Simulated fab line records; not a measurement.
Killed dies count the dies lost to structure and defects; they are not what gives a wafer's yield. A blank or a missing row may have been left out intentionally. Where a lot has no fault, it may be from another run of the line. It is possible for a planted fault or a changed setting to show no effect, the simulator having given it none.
fab line records	flow nand-harc
record lots=6	wafers=18	last-day=24
route steps=1159 shown P_ZERO_WELL@14
lots with no fault: from the same line, run without faults
start-h: start of the lot's first displayed wafer, in hours after the record's first day	wait-h: how many hours have passed since the lot's step before this one	" as in the row above	L1.1+2: a single row standing in for several wafers	- value missing, or start not given	* or withheld: withheld	< > ~ a bound
route shown NAME@n: a module of which the file shows steps, and the number in the route of the first	usual: the fault-free wafers' mean and standard deviation	same: alike in all rows	chamber/n: place in a boat	sites: readings site by site	_std_site: standard deviation of those values	_edge_site: inner sites' mean taken away from outer sites' mean	radius-mm: for every site, how far away it sits from the centre of the wafer	mask NAME#n: copy n	behind: the last tool/chamber to shape the wafer	hold: reason for holding the lot/hours on hold/outcome of the hold	device: transistor that didn't switch, given as n, p or np	end of line: the tests these same wafers got at the end of their route	for a step that has no rows: nothing shown but its recipe	killed: at the first sort, the dies lost to defects and structure; wafer yield is something else	map: a wafer's dies, x killed, . not, _ none there
set.NAME: setting as actually run; set.NAME@STEP: the setting as run at that earlier step	model.NAME: the simulator's own value behind a step, which no gauge read
a table for each step, a row for each wafer; lots at some steps of the route
services: the hour from which a tool's chamber was out of use, counted from the record's first day as start-h (under 0 if before that day), plus the number of hours and why
## steps
# step NHARC_P_ZERO_WELL_CD_MEAS_11
# recipe target-cd-nm=500	landing-energy-ev=500
# usual cd-nm=500.1/1.6
lot.wafer	tool	chamber	start-h	wait-h	cd-nm
L405.1	cd-sem-03	0	31.24	-	499.9
L405.2	"	0	"	"	502.5
L405.5	"	0	"	"	501.1
L408.1	cd-sem-01	0	49.30	-	500.6
L408.3	"	0	"	"	500.2
L408.4	"	0	"	"	497.8
L416.2	cd-sem-01	0	97.16	-	500.8
L416.3	"	0	"	"	498.3
L416.4	"	0	"	"	501.4
L421.1	cd-sem-03	0	127.12	-	497.7
L421.2	"	0	"	"	500.8
L421.5	"	0	"	"	501.2
L423.1	cd-sem-01	0	139.25	-	497.9
L423.3	"	0	"	"	500.4
L423.6	"	0	"	"	498.4
L424.3	cd-sem-01	0	145.24	-	501.5
L424.4	"	0	"	"	501.3
L424.6	"	0	"	"	500.3
# step NHARC_P_ZERO_WELL_HARDBAKE_12
# recipe temp-c=118	time-s=65
# step NHARC_P_ZERO_WELL_DESCUM_13
# recipe time-s=3	o2-flow-sccm=200	ar-flow-sccm=0	bias-power-w=0	chemistry=O2
# usual drypump-motor-current-A=6.0/0.42	oes-product-au=1.000/0.011	rf-vpp-V=57.8/0.89	showerhead-plenum-p-Torr=1.95/0.078	throttle-valve-pct=11.312/0.0084
lot.wafer	tool	chamber	start-h	wait-h	drypump-motor-current-A	oes-product-au	rf-hours-counter-h	rf-vpp-V	showerhead-plenum-p-Torr	throttle-valve-pct
L405.1	rie-diel-04	1	31.40	-	6.3	1.000	7	59.7	1.96	11.307
L405.2	"	3	"	"	6.2	0.991	7	57.4	1.98	11.316
L405.5	"	1	"	"	6.3	0.995	-	57.9	1.96	11.308
L408.4	rie-diel-11	0	49.45	-	6.0	1.008	1	58.7	2.02	11.316
L408.3	"	1	"	"	6.6	0.996	1	57.7	1.81	11.308
L408.1	"	2	"	"	5.9	1.012	1	56.8	1.93	11.314
L416.3	rie-diel-11	1	97.32	-	6.6	1.014	4	56.2	1.81	11.318
L416.4	"	2	"	"	5.9	1.007	4	59.0	1.93	11.313
L416.2	"	0	"	"	6.0	1.000	3	57.9	2.02	11.324
L421.1	rie-diel-04	2	127.29	-	6.3	1.007	0	58.5	1.93	11.322
L421.2	"	0	"	"	6.1	0.985	0	58.2	1.96	11.309
L421.5	"	0	"	"	6.1	0.989	-	58.6	1.96	11.311
L423.3	rie-diel-04	3	139.42	-	6.2	0.992	1	58.5	1.97	11.306
L423.1	"	1	"	"	6.3	1.007	2	58.4	1.96	11.303
L423.6	"	2	"	"	6.3	0.999	-	57.8	1.92	11.310
L424.3	rie-diel-07	1	145.42	-	5.9	1.000	7	58.4	2.04	11.314
L424.4	"	1	"	"	5.9	0.986	-	57.7	2.04	11.310
L424.6	"	2	"	"	5.7	0.986	-	56.9	1.79	11.306
# step NHARC_P_ZERO_WELL_ETCH_65
# recipe target-depth-a=800	overetch-a=240	time-s=87.88	ion-energy-ev=200	n2-flow-sccm=150	h2-flow-sccm=150	ar-flow-sccm=0	rf-w=400	bias-w=150	chemistry=N2/H2
# usual bias-w=150.0/0.44	drypump-motor-current-A=5.9/0.42	n2-flow-sccm=149.9/0.42	oes-product-au=1.000/0.011	rf-vpp-V=431.5/2.5	showerhead-plenum-p-Torr=2.07/0.087	throttle-valve-pct=14.171/0.0098
lot.wafer	tool	chamber	start-h	wait-h	bias-w	drypump-motor-current-A	n2-flow-sccm	oes-product-au	rf-hours-counter-h	rf-vpp-V	showerhead-plenum-p-Torr	throttle-valve-pct
L405.1	rie-diel-04	2	31.48	0.1	150.3	6.3	149.5	1.013	7	429.8	2.05	14.181
L405.2	"	1	"	"	149.7	6.3	150.0	0.995	7	432.2	2.09	14.180
L405.5	"	2	"	"	150.3	6.3	149.7	1.016	-	431.0	2.06	14.172
L408.1	rie-diel-11	1	49.55	0.1	148.6	6.6	150.0	0.998	1	427.4	1.93	14.178
L408.4	"	2	"	"	150.1	5.9	150.4	1.009	1	430.8	2.06	14.165
L408.3	"	3	"	"	150.5	5.1	149.7	1.007	1	434.3	2.20	14.176
L416.2	rie-diel-11	3	97.40	0.1	149.3	5.1	149.3	0.990	4	435.3	2.20	14.185
L416.4	"	0	"	"	150.0	6.0	150.2	0.988	3	435.6	2.15	14.180
L416.3	"	1	"	"	150.6	6.6	150.6	1.012	4	426.9	1.93	14.177
L421.1	rie-diel-04	0	127.38	0.1	150.2	6.1	149.7	0.992	1	432.1	2.09	14.179
L421.2	"	2	"	"	150.0	6.2	149.9	1.005	1	430.8	2.05	14.181
L421.5	"	2	"	"	150.5	6.3	149.7	1.004	-	432.5	2.05	14.171
L423.3	rie-diel-04	1	139.51	0.1	150.5	6.3	150.1	1.001	2	431.6	2.09	14.163
L423.1	"	2	"	"	150.7	6.3	149.8	1.006	2	430.6	2.05	14.150
L423.6	"	0	"	"	150.2	6.1	150.2	1.003	-	433.7	2.09	14.173
L424.3	rie-diel-07	2	145.53	0.1	149.7	5.7	150.3	0.994	7	427.2	1.91	14.160
L424.6	"	3	"	"	150.6	5.4	150.3	0.992	-	428.0	1.98	14.168
L424.4	"	1	"	"	149.8	5.8	150.0	0.981	-	434.5	2.18	14.182
# step NHARC_P_ZERO_WELL_ETCH_62
# recipe target-depth-a=130	time-s=6.5	chf3-flow-sccm=50	ar-flow-sccm=200	rf-w=500	bias-w=200	chemistry=CHF3/Ar
# usual bias-w=199.9/0.62	drypump-motor-current-A=6.0/0.42	oes-product-au=0.963/0.017	rf-vpp-V=371.5/2.1	showerhead-plenum-p-Torr=2.38/0.091	throttle-valve-pct=20.217/0.0094
lot.wafer	tool	chamber	start-h	wait-h	bias-w	drypump-motor-current-A	oes-product-au	rf-hours-counter-h	rf-vpp-V	showerhead-plenum-p-Torr	throttle-valve-pct
L405.2	rie-diel-04	2	-	-	200.6	6.3	0.982	7	371.7	2.36	20.232
L405.1	"	3	"	"	200.6	6.2	0.973	7	371.2	2.42	20.227
L405.5	"	2	"	"	200.8	6.3	0.987	-	371.7	2.36	20.217
L408.3	rie-diel-11	0	-	-	200.4	6.1	0.959	2	374.3	2.47	20.206
L408.1	"	1	"	"	199.9	6.6	0.945	1	367.4	2.22	20.220
L408.4	"	2	"	"	199.6	5.9	0.955	1	368.5	2.36	20.222
L416.4	rie-diel-11	3	-	-	199.4	5.1	0.979	4	373.8	2.51	20.227
L416.3	"	0	"	"	200.1	6.0	0.959	3	373.9	2.47	20.204
L416.2	"	2	"	"	199.3	5.9	0.984	5	371.4	2.36	20.228
L421.2	rie-diel-04	2	-	-	201.2	6.3	0.960	1	371.8	2.36	20.215
L421.1	"	0	"	"	199.6	6.1	0.947	1	372.6	2.40	20.238
L421.5	"	0	"	"	199.8	6.1	0.953	-	371.1	2.40	20.214
L423.1	rie-diel-04	2	-	-	201.1	6.3	0.965	2	370.8	2.36	20.231
L423.3	"	3	"	"	200.8	6.2	0.961	1	372.3	2.41	20.216
L423.6	"	0	"	"	200.7	6.1	0.972	-	373.6	2.40	20.218
L424.3	rie-diel-07	1	-	-	200.6	5.9	0.956	8	373.3	2.49	20.216
L424.6	"	2	"	"	200.9	5.7	0.959	-	366.8	2.20	20.210
L424.4	"	3	"	"	199.8	5.4	0.953	-	370.6	2.28	20.216
# step NHARC_P_ZERO_WELL_ETCH_63
# recipe target-depth-a=1200	time-s=40.1	hbr-flow-sccm=150	cl2-flow-sccm=50	rf-w=400	icp-w=400	bias-w=100	chemistry=HBr/Cl2
# usual bias-w=99.98/0.29	drypump-motor-current-A=5.7/0.4	oes-product-au=1.000/0.0095	throttle-valve-pct=26.406/0.0093
lot.wafer	tool	chamber	start-h	wait-h	bias-w	drypump-motor-current-A	oes-product-au	rf-hours-counter-h	throttle-valve-pct
L405.2	rie-si-01	2	31.65	-	100.11	6.5	1.014	0.6	26.409
L405.1	"	3	"	"	100.17	5.7	0.993	0.6	26.400
L405.5	"	3	"	"	100.14	5.8	0.993	-	26.409
L408.1	rie-si-04	1	49.71	-	100.21	5.8	1.009	0.9	26.403
L408.3	"	2	"	"	99.95	4.9	1.001	0.9	26.407
L408.4	"	0	"	"	100.14	5.6	0.993	1.0	26.400
L416.2	rie-si-06	1	97.62	-	99.81	5.9	0.999	0.7	26.390
L416.4	"	2	"	"	99.91	5.9	0.989	0.7	26.389
L416.3	"	3	"	"	100.27	5.5	0.999	0.7	26.408
L421.2	rie-si-06	0	127.60	-	100.03	5.5	1.010	1.0	26.421
L421.1	"	1	"	"	99.81	5.9	0.993	1.0	26.385
L421.5	"	3	"	"	99.99	5.5	0.996	-	26.391
L423.3	rie-si-06	2	139.69	-	99.67	5.9	1.013	1.1	26.437
L423.1	"	3	"	"	100.50	5.6	0.998	1.2	26.417
L423.6	"	1	"	"	100.35	5.8	1.001	-	26.398
L424.3	rie-si-06	2	145.70	-	99.65	5.9	1.004	1.2	26.416
L424.4	"	0	"	"	99.99	5.5	1.014	1.2	26.399
L424.6	"	3	"	"	99.96	5.5	1.005	-	26.409
# step NHARC_P_ZERO_WELL_STRIP_15
# recipe time-s=900	temp-c=130	chemistry=SPM
# step NHARC_P_ZERO_WELL_DEHYDRATE_16
# recipe temp-c=150	time-s=120
# step NHARC_P_ZERO_WELL_HMDS_17
# recipe time-s=30
# step NHARC_P_ZERO_WELL_COAT_18
# recipe spin-rpm=withheld
# step NHARC_P_ZERO_WELL_SOFTBAKE_19
# recipe temp-c=122	time-s=95
# step NHARC_P_ZERO_WELL_EBR_20
# step NHARC_P_ZERO_WELL_EXPOSE_21
# recipe na=0.6	target-cd-nm=720	dose-mj=22.31	mask-id=P_NWELL
# usual exposure-dose-mJ-cm2=22.305/0.022	reticle-temp-C=23.03/0.11
lot.wafer	tool	chamber	start-h	wait-h	mask	exposure-dose-mJ-cm2	reticle-temp-C
L405.1	krf-scanner-03	0	32.42	-	P_NWELL#0	22.316	22.98
L405.2	"	0	"	"	P_NWELL#0	22.283	23.14
L405.5	"	0	"	"	P_NWELL#0	22.309	22.99
L408.1	krf-scanner-02	0	50.35	-	P_NWELL#0	22.301	22.87
L408.3	"	0	"	"	P_NWELL#0	22.314	22.90
L408.4	"	0	"	"	P_NWELL#0	22.320	22.98
L416.2	krf-scanner-02	0	98.38	-	P_NWELL#0	24.574	23.04
L416.3	"	0	"	"	P_NWELL#0	24.584	22.98
L416.4	"	0	"	"	P_NWELL#0	24.588	23.06
L421.1	krf-scanner-02	0	128.34	-	P_NWELL#0	24.584	23.10
L421.2	"	0	"	"	P_NWELL#0	24.543	22.98
L421.5	"	0	"	"	P_NWELL#0	24.547	22.98
L423.1	krf-scanner-03	0	140.45	-	P_NWELL#0	22.333	22.99
L423.3	"	0	"	"	P_NWELL#0	22.314	23.17
L423.6	"	0	"	"	P_NWELL#0	22.325	23.03
L424.3	krf-scanner-03	0	146.35	-	P_NWELL#0	22.316	22.96
L424.4	"	0	"	"	P_NWELL#0	22.339	22.99
L424.6	"	0	"	"	P_NWELL#0	22.332	22.91
# step NHARC_P_ZERO_WELL_PEB_22
# recipe peb-temp-c=118	peb-time-s=85
# step NHARC_P_ZERO_WELL_DEVELOP_23
# recipe time-s=70
# step NHARC_P_ZERO_WELL_CD_MEAS_24
# recipe target-cd-nm=720	landing-energy-ev=500
# usual cd-nm=720.5/2
lot.wafer	tool	chamber	start-h	wait-h	cd-nm
L405.1	cd-sem-03	0	32.58	-	722.4
L405.2	"	0	"	"	719.8
L405.5	"	0	"	"	719.5
L408.1	cd-sem-01	0	50.51	-	720.3
L408.3	"	0	"	"	719.1
L408.4	"	0	"	"	717.9
L416.2	cd-sem-03	0	98.54	-	737.8
L416.3	"	0	"	"	737.9
L416.4	"	0	"	"	740.0
L421.1	cd-sem-02	0	128.49	-	735.9
L421.2	"	0	"	"	734.2
L421.5	"	0	"	"	736.1
L423.1	cd-sem-03	0	140.61	-	718.7
L423.3	"	0	"	"	719.8
L423.6	"	0	"	"	720.5
L424.3	cd-sem-03	0	146.50	-	720.7
L424.4	"	0	"	"	720.6
L424.6	"	0	"	"	721.7
# step NHARC_P_ZERO_WELL_HARDBAKE_25
# recipe temp-c=125	time-s=80
# step NHARC_P_ZERO_WELL_DESCUM_26
# recipe time-s=3	o2-flow-sccm=200	ar-flow-sccm=0	bias-power-w=0	chemistry=O2
# usual drypump-motor-current-A=5.9/0.44	oes-product-au=0.999/0.011	rf-vpp-V=57.8/0.96	showerhead-plenum-p-Torr=1.94/0.079	throttle-valve-pct=11.311/0.008
lot.wafer	tool	chamber	start-h	wait-h	drypump-motor-current-A	oes-product-au	rf-hours-counter-h	rf-vpp-V	showerhead-plenum-p-Torr	throttle-valve-pct	model.P_ZERO_WELL.cd-nm
L405.1	rie-diel-11	3	32.75	-	5.1	0.999	0	60.4	2.06	11.306	721.9
L405.2	"	2	"	"	5.9	1.006	0	58.6	1.93	11.314	719.5
L405.5	"	0	"	"	6.0	1.004	-	58.8	2.02	11.310	719.8
L408.4	rie-diel-07	0	50.67	-	5.3	0.995	12	57.9	1.98	11.318	717.8
L408.3	"	2	"	"	5.7	0.991	12	57.5	1.80	11.320	719.4
L408.1	"	3	"	"	5.4	1.014	13	57.1	1.86	11.300	721.3
L416.3	rie-diel-04	0	98.70	-	6.1	0.993	10	58.1	1.96	11.309	738.3
L416.4	"	1	"	"	6.3	1.006	10	56.4	1.96	11.300	740
L416.2	"	2	"	"	6.3	1.017	11	58.5	1.93	11.300	737.1
L421.1	rie-diel-04	3	128.66	-	6.2	0.990	0	58.0	1.97	11.304	735.9
L421.2	"	2	"	"	6.3	0.996	1	57.4	1.93	11.307	734.2
L421.5	"	3	"	"	6.2	0.988	-	58.3	1.97	11.313	736.4
L423.1	rie-diel-11	2	140.77	-	5.9	1.013	8	56.9	1.93	11.321	718.6
L423.3	"	3	"	"	5.1	0.987	8	59.0	2.06	11.319	720.2
L423.6	"	1	"	"	6.6	1.009	-	56.5	1.81	11.315	720.3
L424.3	rie-diel-11	1	146.66	-	6.6	1.019	8	57.4	1.81	11.330	720.1
L424.4	"	1	"	"	6.6	1.017	-	55.4	1.81	11.313	720.7
L424.6	"	3	"	"	5.1	1.009	-	57.6	2.06	11.303	721.3
# step NHARC_P_ZERO_WELL_IMPLANT_27
# recipe energy-kev=600	dose-cm2=1e+13	tilt-deg=7
## services
tool	chamber	start-h	hours	kind
krf-scanner-02	-	8.70	0.6	repair
rie-diel-11	-	12.50	9.0	pm
rie-diel-04	0	17.49	-	clean
rie-diel-04	1	17.49	-	clean
rie-diel-04	2	17.49	-	clean
rie-diel-04	3	17.49	-	clean
rie-si-06	3	26.15	5.3	repair
krf-scanner-02	-	38.00	4.0	pm
rie-diel-07	-	51.20	9.0	pm
rie-si-01	-	55.80	2.0	repair
rie-diel-04	-	64.82	1.5	repair
rie-diel-11	0	74.20	17.4	repair
rie-si-06	0	75.87	13.3	repair
rie-diel-04	-	95.59	0.5	repair
rie-si-04	2	98.30	5.7	repair
rie-si-04	-	99.00	9.0	pm
krf-scanner-03	-	101.11	0.6	repair
rie-si-04	0	111.08	4.2	repair
rie-diel-04	-	111.92	9.0	pm
rie-diel-11	0	124.39	23.1	repair
rie-si-01	1	126.73	2.9	repair
rie-si-01	-	127.00	9.0	pm
krf-scanner-02	-	141.99	0.5	repair
rie-diel-07	0	144.38	1.3	repair
## key
first-sign step=NHARC_P_ZERO_WELL_EXPOSE_21	reading=exposure-dose-mJ-cm2	direction=up	sigmas=99+	usual=22.305	struck=24.570
effect step=NHARC_P_ZERO_WELL_CD_MEAS_24	reading=cd-nm	direction=up	sigmas=8.2	usual=720.5	struck=737.0
model-effect step=NHARC_P_ZERO_WELL_DESCUM_26	value=P_ZERO_WELL.cd-nm	without=720.5	struck=737
met-at NHARC_P_ZERO_WELL_EXPOSE_21
struck-wafers L416.2,L416.3,L416.4,L421.1,L421.2,L421.5
tester-left-out L416,L421
onset-between 50.35 98.38
fault kind=process-parameter-drift	tool=krf-scanner-02	chamber=-	onset-h=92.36	steps=NHARC_P_ZERO_WELL_EXPOSE_21	channel=dose-mj	offset=2.2581	shape=step	acts-in=these-recipes-only	stated=22.31
# tester-left-out: of these lots the tester's yield and bins aren't shown, on N5 and GAA mostly nor the transistor test; their killed dies are dies lost to structure and defects alone, not to doping, threshold or leakage, so they don't give the yield
